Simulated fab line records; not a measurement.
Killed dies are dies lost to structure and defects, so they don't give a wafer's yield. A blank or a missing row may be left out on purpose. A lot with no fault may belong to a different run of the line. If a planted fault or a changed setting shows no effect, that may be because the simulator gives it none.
Matching of chambers || flow nandHarc || NHARC_A_DECK1_JOINT_CMP_13 on cmp-02 has 4 sister chambers
The step polishes, target thk 51.023 nm. 4 wafers are shown with their chamber, then 9 later ones without.

== WAFERS, EACH WITH ITS CHAMBER ==
{"wafer": "L085.2", "chamber": 1, "motorCurrentA (A)": 11.9}
{"wafer": "L087.1", "chamber": 3, "motorCurrentA (A)": 11.0}
{"wafer": "L087.2", "chamber": 0, "motorCurrentA (A)": 11.7}
{"wafer": "L087.3", "chamber": 2, "motorCurrentA (A)": 13.0}

== WAFERS MISSING THEIR CHAMBER ==
{"wafer": "L094.1", "motorCurrentA (A)": 9.9}
{"wafer": "L094.2", "motorCurrentA (A)": 11.3}
{"wafer": "L094.3", "motorCurrentA (A)": 11.8}
{"wafer": "L096.1", "motorCurrentA (A)": 13.3}
{"wafer": "L096.4", "motorCurrentA (A)": 11.4}
{"wafer": "L096.6", "motorCurrentA (A)": 11.5}
{"wafer": "L097.1", "motorCurrentA (A)": 12.5}
{"wafer": "L097.3", "motorCurrentA (A)": 10.4}
{"wafer": "L097.5", "motorCurrentA (A)": 9.9}

== WHICH CHAMBER EACH ONE RAN IN ==
{"wafer": "L094.1", "from the rows above": "can't be placed: 3 or 0 or 1", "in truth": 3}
{"wafer": "L094.2", "from the rows above": "can't be placed: 3 or 0 or 1", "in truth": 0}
{"wafer": "L094.3", "from the rows above": "can't be placed: 1 or 0 or 3 or 2", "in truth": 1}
{"wafer": "L096.1", "from the rows above": "can't be placed: 2 or 1", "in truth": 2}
{"wafer": "L096.4", "from the rows above": "can't be placed: 0 or 3 or 1", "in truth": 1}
{"wafer": "L096.6", "from the rows above": "can't be placed: 0 or 1 or 3", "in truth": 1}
{"wafer": "L097.1", "from the rows above": "can't be placed: 2 or 1 or 0 or 3", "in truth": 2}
{"wafer": "L097.3", "from the rows above": "can't be placed: 3 or 0 or 1", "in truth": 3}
{"wafer": "L097.5", "from the rows above": "can't be placed: 3 or 0 or 1", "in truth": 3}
Placed correctly: 0 of 9. These rows do not allow placing 9 (true chamber among the candidates in 9). 0 placed wrongly.
How it was worked out, from the rows above alone: a wafer's distance from a chamber is the root of the sum, over the readings, of the square of ((its reading less the chamber's mean) divided by the reading's scatter). The wafer belongs to the nearest chamber; if the next one is less than 2 further off, it can't be placed. A chamber's mean is the mean of its shown wafers. The scatter: with one shown wafer a chamber, the root of the mean of the squares of how far each hidden wafer lies from its nearest shown one.
